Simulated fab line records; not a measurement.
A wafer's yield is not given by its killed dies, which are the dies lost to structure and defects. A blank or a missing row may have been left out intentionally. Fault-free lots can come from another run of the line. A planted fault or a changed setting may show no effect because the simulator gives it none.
Split-lot trial :: flow n5Finfet :: 21 wafers read across 7 lots, on a route 1938 steps long

THE SPLIT ITSELF
At N5_PASSIVATION_ETCH_59 (etches TaN in Cl2/BCl3, target depth 65 nm, time 34.9 s), the setting timeS was moved away from the recipe's 34.9 s on 6 of the 21 wafers read, by -10.1% to +22.0%. The other wafers ran this setting at the recipe's value.

Reading taken at the split's own step.

THE READING
etch.depthNm (the simulator's own value, which no gauge read), in nm, at N5_PASSIVATION_ETCH_59 (etches TaN in Cl2/BCl3, target depth 65 nm, time 34.9 s). The file does not state a usual value for it. Average 64.70 nm, standard deviation 2 nm, over the 15 wafers here run with the recipe.

wafer: L076.1
tool, chamber at the split: rieMetal-01, 0
timeS as run, s: 34.9
against the recipe: recipe
etch.depthNm, nm: 65.03
against lot-mates on the recipe: -

wafer: L076.2
tool, chamber at the split: rieMetal-01, 1
timeS as run, s: 34.9
against the recipe: recipe
etch.depthNm, nm: 65.7
against lot-mates on the recipe: -

wafer: L076.3
tool, chamber at the split: rieMetal-01, 1
timeS as run, s: 34.9
against the recipe: recipe
etch.depthNm, nm: 66.22
against lot-mates on the recipe: -

wafer: L075.1
tool, chamber at the split: rieMetal-01, 1
timeS as run, s: 34.9
against the recipe: recipe
etch.depthNm, nm: 66.18
against lot-mates on the recipe: -

wafer: L075.5
tool, chamber at the split: rieMetal-01, 0
timeS as run, s: 42.57
against the recipe: +22.0%
etch.depthNm, nm: 79.01
against lot-mates on the recipe: +13.19

wafer: L075.6
tool, chamber at the split: rieMetal-01, 1
timeS as run, s: 34.9
against the recipe: recipe
etch.depthNm, nm: 65.46
against lot-mates on the recipe: -

wafer: L083.2
tool, chamber at the split: rieMetal-01, 0
timeS as run, s: 34.9
against the recipe: recipe
etch.depthNm, nm: 63.51
against lot-mates on the recipe: -

wafer: L083.3
tool, chamber at the split: rieMetal-01, 0
timeS as run, s: 34.9
against the recipe: recipe
etch.depthNm, nm: 64.03
against lot-mates on the recipe: -

wafer: L083.4
tool, chamber at the split: rieMetal-01, 1
timeS as run, s: 34.9
against the recipe: recipe
etch.depthNm, nm: 64.87
against lot-mates on the recipe: -

wafer: L080.1
tool, chamber at the split: rieMetal-01, 0
timeS as run, s: 38.05
against the recipe: +9.0%
etch.depthNm, nm: 69.59
against lot-mates on the recipe: +5.07

wafer: L080.3
tool, chamber at the split: rieMetal-01, 0
timeS as run, s: 34.9
against the recipe: recipe
etch.depthNm, nm: 64.52
against lot-mates on the recipe: -

wafer: L080.5
tool, chamber at the split: rieMetal-01, 1
timeS as run, s: 38.05
against the recipe: +9.0%
etch.depthNm, nm: 71.82
against lot-mates on the recipe: +7.30

wafer: L092.1
tool, chamber at the split: rieMetal-03, 1
timeS as run, s: 31.38
against the recipe: -10.1%
etch.depthNm, nm: 60.68
against lot-mates on the recipe: -1.91

wafer: L092.4
tool, chamber at the split: rieMetal-03, 0
timeS as run, s: 34.9
against the recipe: recipe
etch.depthNm, nm: 62.59
against lot-mates on the recipe: -

wafer: L092.5
tool, chamber at the split: rieMetal-03, 0
timeS as run, s: 31.38
against the recipe: -10.1%
etch.depthNm, nm: 56.65
against lot-mates on the recipe: -5.94

wafer: L094.1
tool, chamber at the split: rieMetal-02, 0
timeS as run, s: 34.9
against the recipe: recipe
etch.depthNm, nm: 61.04
against lot-mates on the recipe: -

wafer: L094.2
tool, chamber at the split: rieMetal-02, 1
timeS as run, s: 34.9
against the recipe: recipe
etch.depthNm, nm: 66.53
against lot-mates on the recipe: -

wafer: L094.4
tool, chamber at the split: rieMetal-02, 0
timeS as run, s: 34.9
against the recipe: recipe
etch.depthNm, nm: 60.63
against lot-mates on the recipe: -

wafer: L096.1
tool, chamber at the split: rieMetal-03, 0
timeS as run, s: 34.9
against the recipe: recipe
etch.depthNm, nm: 67.54
against lot-mates on the recipe: -

wafer: L096.2
tool, chamber at the split: rieMetal-03, 1
timeS as run, s: 37.8
against the recipe: +8.3%
etch.depthNm, nm: 73.41
against lot-mates on the recipe: +6.31

wafer: L096.3
tool, chamber at the split: rieMetal-03, 0
timeS as run, s: 34.9
against the recipe: recipe
etch.depthNm, nm: 66.66
against lot-mates on the recipe: -

FIT RESULTS
A straight line over all 21 wafers: etch.depthNm changes by +0.666 nm for each +1% of timeS; r = +0.91; the points scatter about the line by 2 nm.
The same after taking each lot's own level away (the mean of its wafers on the recipe; 21 wafers): +0.569 nm for each +1%; r = +0.93; scatter 1.5 nm.
That fit puts the effect of the largest move of timeS on the reading at 13 nm.
Across the lots, their own levels run from 62.590 to 67.100 nm, a range of 2.3 times the standard deviation given above.
Hence the slope depends on the lot-to-lot level, as the two fits are not the same.
Check: for one of the wafers moved furthest among these (+22.0%), held out of the fit, the line's prediction against its lot-mates is +12.5 nm. Against them it came out at +13.2 nm.

THE OTHER SPLITS THESE WAFERS WENT THROUGH
Before the reading, these wafers also passed through other splits. Each is held against what the fit with the lots' levels taken away leaves over:
other split on the same wafers: N5_BEOL_M14_PEB_08 pebTempC
wafers away from the commonest value: 9
r with etch.depthNm (lot level and that fit taken away): -0.07

other split on the same wafers: N5_BEOL_M15_CMP_49 downForcePsi
wafers away from the commonest value: 3
r with etch.depthNm (lot level and that fit taken away): +0.00

other split on the same wafers: N5_MIM_BOT_SPUTTER_00 timeS
wafers away from the commonest value: 6
r with etch.depthNm (lot level and that fit taken away): +0.49

other split on the same wafers: N5_PASSIVATION_PECVD_01 timeS
wafers away from the commonest value: 5
r with etch.depthNm (lot level and that fit taken away): -0.12

THE FILE'S OWN FIT
etch.depthNm changes by +0.596 nm for each +1% of timeS, r = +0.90.
